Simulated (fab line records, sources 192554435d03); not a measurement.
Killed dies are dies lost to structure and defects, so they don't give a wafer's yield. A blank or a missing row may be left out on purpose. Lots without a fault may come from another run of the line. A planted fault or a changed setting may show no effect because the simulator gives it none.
fab line records | flow n5_finfet
record lots=9 wafers=26 last_day=17
route steps=1938 shown BEOL_M0@742 BEOL_M1@770 BEOL_M4@1111 PASSIVATION@1936
lots that met no fault: from a run of the same line without faults
start_h: hours from the record's first day to the start of the lot's first wafer shown | wait_h: hours since the lot's step before | " the same as in the row above | L1.1+2: a row that stands for several wafers | - no value, or no start given | * or withheld: withheld | < > ~ a bound
route shown NAME@n: a module of which the file shows steps, and the number in the route of the first | usual: mean/standard deviation of fault-free wafers | same: alike in all rows | chamber/n: place in a boat | sites: the reading at each site | _std_site: their standard deviation | _edge_site: outer sites' mean less inner sites' | radius_mm: how far each site lies from the wafer's centre | mask NAME#n: copy n | behind: the tool/chamber that last shaped the wafer | hold: why the lot was held/for how many hours/how that ended | device: the transistor (n, p or np) that didn't switch | end of line: the same wafers' tests at the end of the route | a step without rows: its recipe alone | killed: dies lost to structure and defects at the first sort, not the wafer's yield | map: a wafer's dies, x killed, . not, _ none there
set.NAME: the setting as run; set.NAME@STEP: as run at that earlier step | model.NAME: the simulator's own value behind a step, which no gauge read
steps of the route over a sample of lots; a table a step, a row a wafer
services: from which hour (start_h, from the record's first day; less than 0 if before it) a tool's chamber was out of use, for how many hours, and why
## steps
# step N5_BEOL_M0_ANNEAL_119
# recipe temp_c=225 time_s=90 ambient=N2
# usual wafer_temp_C_max=225.74/0.29
# columns lot.wafer tool chamber start_h wait_h wafer_temp_C_max
L384.2 rtp_anneal-02 0 137.71 0.1 225.64
L384.3 " 0 " " 225.76
L384.5 " 0 " " 225.50
L388.1 rtp_anneal-01 0 152.56 0.1 225.70
L388.2 " 0 " " 225.58
L388.6 " 0 " " 225.44
L391.1 rtp_anneal-01 0 167.74 0.1 225.61
L391.3 " 0 " " 225.27
L391.6 " 0 " " 225.83
L392.2 rtp_anneal-01 0 172.46 0.1 225.36
L392.3 " 0 " " 225.47
L392.6 " 0 " " 225.68
L393.2 rtp_anneal-02 0 178.72 0.3 225.58
L393.3 " 0 " " 225.87
L393.6 " 0 " " 226.10
L394.1 rtp_anneal-01 0 187.86 0.1 225.18
L394.4 " 0 " " 225.75
L394.5 " 0 " " 225.60
L404.2 rtp_anneal-01 0 240.52 0.1 225.49
L404.4 " 0 " " 225.23
L405.1 rtp_anneal-01 0 249.80 0.1 225.56
L405.2 " 0 " " 225.83
L405.6 " 0 " " 225.91
L406.2 rtp_anneal-02 0 265.65 2.6 225.38
L406.3 " 0 " " 225.71
L406.5 " 0 " " 226.38
# step N5_BEOL_M0_CMP_120
# recipe stop_on=SiOC t_overpolish_s=6.9 down_force_psi=1 platen_rpm=50 clearing_platen_down_force_psi=1.5 clearing_platen_rpm=50 post_cmp_clean=cu_alkaline clearing_platen_pad_velocity_m_s=0.99484 pad_velocity_m_s=0.99484
# usual barrier_field_endpoint_s=3.64/0.1 clearing_platen_rpm=50.000/0.027 motor_current_A=6.3/0.56 overpolish_run_s=6.900/0.0088 slurry_flow_ml_min=150.0/0.44 time_to_endpoint_s=62.6/2.5
# columns lot.wafer tool chamber start_h wait_h barrier_field_endpoint_s clearing_platen_rpm motor_current_A overpolish_run_s slurry_flow_ml_min time_to_endpoint_s
L384.3 cmp-03 3 138.01 0.2 3.64 49.986 6.6 6.897 149.8 61.3
L384.2 " 0 " " 3.61 49.983 5.8 6.890 150.8 63.1
L384.5 " 3 " " 3.56 49.994 6.6 6.899 149.6 60.5
L388.2 cmp-03 0 153.07 0.4 3.75 50.031 6.1 6.893 149.7 63.5
L388.1 " 1 " " 3.74 50.020 6.1 6.894 150.0 62.0
L388.6 " 3 " " 3.70 49.954 6.9 6.901 149.6 58.9
L391.3 cmp-03 3 168.04 0.2 3.59 49.980 6.7 6.880 150.0 61.8
L391.1 " 0 " " 3.74 49.992 6.0 6.896 150.2 62.8
L391.6 " 0 " " 3.50 50.035 5.7 6.890 149.5 58.6
L392.3 cmp-03 2 172.75 0.2 3.56 49.982 6.3 6.904 150.1 62.9
L392.2 " 0 " " 3.65 50.007 6.1 6.903 150.2 64.9
L392.6 " 1 " " 3.73 50.000 5.8 6.913 150.3 63.0
L393.3 cmp-01 1 179.02 0.2 3.48 49.999 7.8 6.899 150.8 63.6
L393.2 " 3 " " 3.64 50.012 5.7 6.914 150.5 64.0
L393.6 " 0 " " 3.77 49.991 6.7 6.883 150.3 65.1
L394.1 cmp-03 1 188.16 0.3 3.73 50.036 6.0 6.908 150.0 59.0
L394.4 " 3 " " 3.61 49.975 7.0 6.892 149.5 56.3
L394.5 " 1 " " 3.52 49.996 6.2 6.912 149.4 57.7
L404.2 cmp-04 3 240.81 0.2 3.59 50.014 6.3 6.917 149.8 64.6
L404.4 " 0 " " 3.43 50.001 5.2 6.896 150.1 60.0
L405.2 cmp-03 3 250.10 0.2 3.76 49.987 6.6 6.912 150.2 66.4
L405.1 " 0 " " 3.62 49.988 5.9 6.893 149.7 64.5
L405.6 " 0 " " 3.61 50.020 6.1 6.906 149.9 66.8
L406.3 cmp-03 3 265.90 0.2 3.74 50.022 6.5 6.910 150.5 61.6
L406.2 " 2 " " 3.59 49.972 6.2 6.893 149.8 61.8
L406.5 " 0 " " 3.78 50.027 5.9 6.909 149.9 64.8
# step N5_BEOL_M1_ETCH_64
# recipe chemistry=N2/H2 target=SOC target_depth_a=750 overetch_a=150 mask_material=SiARC temp_c=40 time_s=112.5 ion_energy_ev=200 pressure_mtorr=30 source_w=840 bias_w=150 n2_flow_sccm=200 h2_flow_sccm=200
# usual drypump_motor_current_A=5.9/0.43 oes_product_au=0.64/0.065 rf_vpp_V=524.8/2.8 showerhead_plenum_p_Torr=2.57/0.097 throttle_valve_pct=17.82/0.28
# columns lot.wafer tool chamber start_h wait_h drypump_motor_current_A oes_product_au rf_hours_counter_h rf_vpp_V showerhead_plenum_p_Torr throttle_valve_pct
L384.2 rie_diel-03 3 140.39 0.0 5.3 0.55 237 523.5 2.51 18.15
L384.3 " 0 " " 6.7 0.74 7 522.4 2.50 17.69
L384.5 " 3 " " 5.4 0.55 - 523.3 2.51 18.14
L388.1 rie_diel-02 1 155.28 0.0 6.2 0.59 142 526.8 2.66 17.48
L388.2 " 0 " " 6.0 0.67 64 528.0 2.69 17.45
L388.6 " 2 " " 6.2 0.60 - 520.3 2.43 18.19
L391.1 rie_diel-02 2 169.65 0.0 6.2 0.59 185 520.4 2.43 18.20
L391.3 " 3 " " 5.6 0.76 5 527.7 2.71 17.56
L391.6 " 0 " " 6.0 0.66 - 526.4 2.68 17.44
L392.2 rie_diel-03 3 175.92 0.0 5.4 0.54 249 522.7 2.50 18.14
L392.3 " 1 " " 6.0 0.59 163 527.1 2.65 18.18
L392.6 " 0 " " 6.7 0.71 - 521.4 2.49 17.71
L393.2 rie_diel-03 0 182.38 0.0 6.7 0.69 22 522.9 2.49 17.70
L393.3 " 2 " " 5.3 0.61 147 520.7 2.45 18.07
L393.6 " 2 " " 5.3 0.60 - 521.7 2.45 18.07
L394.1 rie_diel-02 2 191.54 0.0 6.2 0.58 193 520.6 2.42 18.20
L394.4 " 1 " " 6.3 0.59 156 526.1 2.65 17.50
L394.5 " 3 " " 5.5 0.73 - 529.2 2.71 17.56
L404.2 rie_diel-02 0 243.26 0.0 6.0 0.64 92 528.0 2.68 17.50
L404.4 " 1 " " 6.3 0.58 173 527.7 2.65 17.53
L405.1 rie_diel-06 2 252.27 0.0 5.2 0.67 61 525.6 2.57 17.77
L405.2 " 0 " " 6.0 0.78 2 522.5 2.50 17.59
L405.6 " 0 " " 6.0 0.78 - 522.9 2.50 17.60
L406.2 rie_diel-03 1 268.80 0.0 6.0 0.57 193 526.3 2.64 18.24
L406.3 " 2 " " 5.3 0.59 173 520.6 2.44 18.11
L406.5 " 2 " " 5.3 0.58 - 521.0 2.44 18.12
# step N5_BEOL_M1_CD_MEAS_18
# recipe pitch_nm=36 target_cd_nm=18
# usual cd_nm=18.03/0.3
# columns lot.wafer tool chamber start_h wait_h cd_nm
L384.2 cd_sem-03 - 140.85 0.1 18.24
L384.3 " - " " 18.41
L384.5 " - " " 18.21
L388.1 cd_sem-02 - 155.63 0.0 18.19
L388.2 " - " " 18.25
L388.6 " - " " 17.85
L391.1 cd_sem-02 - 170.00 0.0 18.00
L391.3 " - " " 18.03
L391.6 " - " " 18.01
L392.2 cd_sem-01 - 176.27 0.1 17.62
L392.3 " - " " 17.62
L392.6 " - " " 17.91
L393.2 cd_sem-01 - 182.90 0.1 17.64
L393.3 " - " " 18.16
L393.6 " - " " 17.43
L394.1 cd_sem-02 - 191.89 0.0 18.08
L394.4 " - " " 18.57
L394.5 " - " " 18.09
L404.2 cd_sem-01 - 243.62 0.1 19.56
L404.4 " - " " 19.08
L405.1 cd_sem-03 - 252.64 0.0 17.81
L405.2 " - " " 17.95
L405.6 " - " " 18.05
L406.2 cd_sem-02 - 269.15 0.1 17.62
L406.3 " - " " 18.02
L406.5 " - " " 17.93
# step N5_BEOL_M1_CD_MEAS_28
# recipe landing_energy_ev=500 detector=se_inlens target_cd_y_nm=23.3
# usual cd_nm=24.02/0.24
# columns lot.wafer tool chamber start_h wait_h cd_nm
L384.2 cd_sem-01 0 141.30 - 24.01
L384.3 " 0 " " 23.91
L384.5 " 0 " " 23.89
L388.1 cd_sem-02 0 155.95 - 23.96
L388.2 " 0 " " 23.93
L388.6 " 0 " " 24.14
L391.1 cd_sem-03 0 170.31 - 23.65
L391.3 " 0 " " 23.92
L391.6 " 0 " " 24.01
L392.2 cd_sem-03 0 176.59 - 24.48
L392.3 " 0 " " 24.41
L392.6 " 0 " " 24.06
L393.2 cd_sem-03 0 183.22 - 24.05
L393.3 " 0 " " 24.32
L393.6 " 0 " " 24.21
L394.1 cd_sem-03 0 192.21 - 24.28
L394.4 " 0 " " 24.46
L394.5 " 0 " " 24.31
L404.2 cd_sem-03 0 244.06 - 23.69
L404.4 " 0 " " 23.83
L405.1 cd_sem-03 0 252.96 - 23.92
L405.2 " 0 " " 23.87
L405.6 " 0 " " 23.84
L406.2 cd_sem-01 0 269.60 - 23.65
L406.3 " 0 " " 24.04
L406.5 " 0 " " 23.47
# step N5_BEOL_M4_RC_MEAS_101
# usual DIBL_N=36.3/1.2 DIBL_P=36.1/1.6 IOFF_N=0.161/0.023 IOFF_P=0.209/0.027 ION_N=676/8.9 ION_P=462/5.3 SS_N=71.5/0.51 SS_P=73.2/0.5 VT_N=249.1/2.5 VT_P=-249.9/2.8
# columns lot.wafer tool chamber start_h wait_h DIBL_N[mV/V] DIBL_P[mV/V] IOFF_N[nA/um] IOFF_P[nA/um] ION_N[uA/um] ION_P[uA/um] SS_N[mV/dec] SS_P[mV/dec] VT_N[mV] VT_P[mV]
L384.2 prober-01 0 176.29 0.2 36.1 35.6 0.155 0.203 683 462 71.5 72.9 248.2 -249.9
L384.3 " 0 " " 35.8 36.2 0.145 0.211 671 461 70.9 72.7 248.5 -250.4
L384.5 " 0 " " 37.7 38.1 0.185 0.249 689 471 71.6 73.9 246.0 -247.5
L388.1 prober-02 0 196.58 0.0 37.6 36.7 0.184 0.262 682 471 71.5 73.2 245.7 -246.9
L388.2 " 0 " " 36.4 36.1 0.168 0.241 686 468 71.5 73.4 247.2 -244.0
L388.6 " 0 " " 37.9 37.3 0.192 0.272 678 465 71.8 73.4 248.0 -243.8
L391.1 prober-02 0 206.31 0.0 36.9 34.3 0.153 0.203 670 467 71.5 73.2 249.4 -248.5
L391.3 " 0 " " 37.7 35.4 0.170 0.221 667 462 71.7 72.8 247.7 -248.0
L391.6 " 0 " " 36.9 34.6 0.166 0.202 674 459 71.5 72.8 250.3 -252.3
L392.2 prober-01 0 212.82 0.3 33.8 34.7 0.146 0.179 678 463 72.2 72.4 247.6 -253.7
L392.3 " 0 " " 35.2 36.6 0.172 0.209 687 463 71.7 73.4 244.4 -249.4
L392.6 " 0 " " 34.6 35.9 0.155 0.190 675 458 71.3 72.8 248.9 -251.1
L393.2 prober-01 0 226.46 0.2 36.6 36.6 0.164 0.206 684 463 71.7 72.9 246.6 -249.0
L393.3 " 0 " " 36.6 37.1 0.165 0.209 687 465 71.4 73.7 249.3 -247.0
L393.6 " 0 " " 36.2 36.4 0.150 0.196 673 457 70.7 73.0 248.3 -250.7
L394.1 prober-02 0 228.15 0.0 36.7 38.7 0.170 0.229 685 459 72.1 74.3 249.1 -248.1
L394.4 " 0 " " 36.9 38.6 0.179 0.226 669 464 71.8 73.7 248.4 -250.7
L394.5 " 0 " " 37.4 39.4 0.188 0.234 687 466 71.5 73.6 246.8 -248.6
L404.2 prober-02 0 284.75 0.2 34.3 35.7 0.117 0.192 663 461 71.9 72.9 254.1 -252.3
L404.4 " 0 " " 35.8 36.9 0.135 0.214 666 463 71.0 73.7 254.6 -249.9
L405.1 prober-01 0 294.29 0.0 35.6 36.5 0.161 0.215 666 461 71.9 73.0 249.0 -250.2
L405.2 " 0 " " 36.1 37.8 0.182 0.238 681 461 71.8 73.9 246.7 -247.1
L405.6 " 0 " " 36.0 37.2 0.166 0.222 677 462 72.7 73.7 248.1 -251.9
L406.2 prober-01 0 310.37 0.2 37.1 36.4 0.166 0.217 679 465 71.8 73.3 250.1 -246.2
L406.3 " 0 " " 36.0 35.6 0.143 0.202 674 463 71.9 73.1 250.6 -248.4
L406.5 " 0 " " 35.0 34.3 0.132 0.178 662 457 71.6 73.4 251.1 -248.6
# step N5_PASSIVATION_PROBE_49
# usual defect_limited_yield=91.3/1.5 killed_at_M0_to_M3=35/10 killed_at_M4_up=13/5.3 killed_at_contacts=12/5.7 killed_at_front_end=39/11 killed_at_other=3.3/2.7 killed_dies=102/18 killed_on_rim=13/4 killed_open=67/13 killed_short=34/7.8 sort_bin_5_function=5.1/1 sort_bin_6_memory=3.3/0.68 sort_n_pass=1078/18 sort_yield_pct=91.3/1.5
# same gross_dies=1180 killed_at_back_side=0 sort_bin_4_leakage[%]=0 sort_bin_8_speed[%]=0
# columns lot.wafer tool chamber start_h wait_h defect_limited_yield[%] killed_at_M0_to_M3 killed_at_M4_up killed_at_contacts killed_at_front_end killed_at_other killed_dies killed_on_rim killed_open killed_short sort_bin_5_function[%] sort_bin_6_memory[%] sort_n_pass sort_yield_pct[%]
L404.4 prober-01 - 389.27 0.2 89.4 37 19 13 51 5 125 17 83 36 6.4 3.4 1055 89.4
# killed by level:class
L404.4 FIN_SAQP:geometric_particle:open=14 BEOL_M1:geometric_particle:open=14 STI_FIN_REVEAL:geometric_particle:open=10 MOL_CONTACT_COAG:geometric_particle:open=10 BEOL_M0_SAQP:geometric_particle:short=7 BEOL_M4:geometric_particle:open=6 FIN_SAQP:geometric_particle:short=5 DUMMY_GATE:geometric_particle:open=5
## services
# columns tool chamber start_h hours kind
rie_diel-02 1 113.73 15.6 repair
rie_diel-06 2 117.42 1.2 repair
cmp-03 - 142.93 1.2 repair
cmp-04 - 149.07 6.8 pm
rie_diel-02 3 153.75 1.5 repair
cmp-01 - 160.18 2.3 repair
cmp-04 - 164.22 2.1 repair
cmp-03 - 164.27 0.9 repair
rie_diel-03 3 164.52 1.7 repair
cmp-04 - 174.93 1.3 repair
cmp-03 - 175.11 3.4 pm
rie_diel-06 - 179.18 14.6 pm
cmp-03 - 195.42 1.8 repair
rie_diel-02 0 201.01 9.1 repair
cmp-04 - 209.28 0.9 repair
rie_diel-02 2 223.76 6.1 repair
cmp-01 - 227.77 4.0 pm
rie_diel-02 2 237.18 4.4 repair
cmp-03 - 238.32 4.0 pm
rie_diel-06 2 241.17 1.2 repair
cmp-03 - 242.32 - consumable_replace:conditioner
cmp-01 - 250.96 2.1 repair
rie_diel-06 3 259.63 4.8 repair
cmp-04 - 260.31 1.5 repair
## key
first_sign step=N5_BEOL_M1_CD_MEAS_18 reading=cd_nm direction=up sigmas=4.4 usual=18.03 struck=19.32
effect none on later readings
met_at N5_BEOL_M1_ETCH_64
struck_lots L404
struck_wafers L404.2,L404.4
not_acting_at N5_BEOL_M0_ANNEAL_119,N5_BEOL_M0_CMP_120,N5_BEOL_M1_CD_MEAS_28
onset_between 191.54 243.26
fault kind=process_parameter_drift tool=rie_diel-02 chamber=- onset_h=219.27 steps=N5_BEOL_M1_ETCH_64 channel=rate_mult offset=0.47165 shape=step end_h=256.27 scope=struck_wafers_only
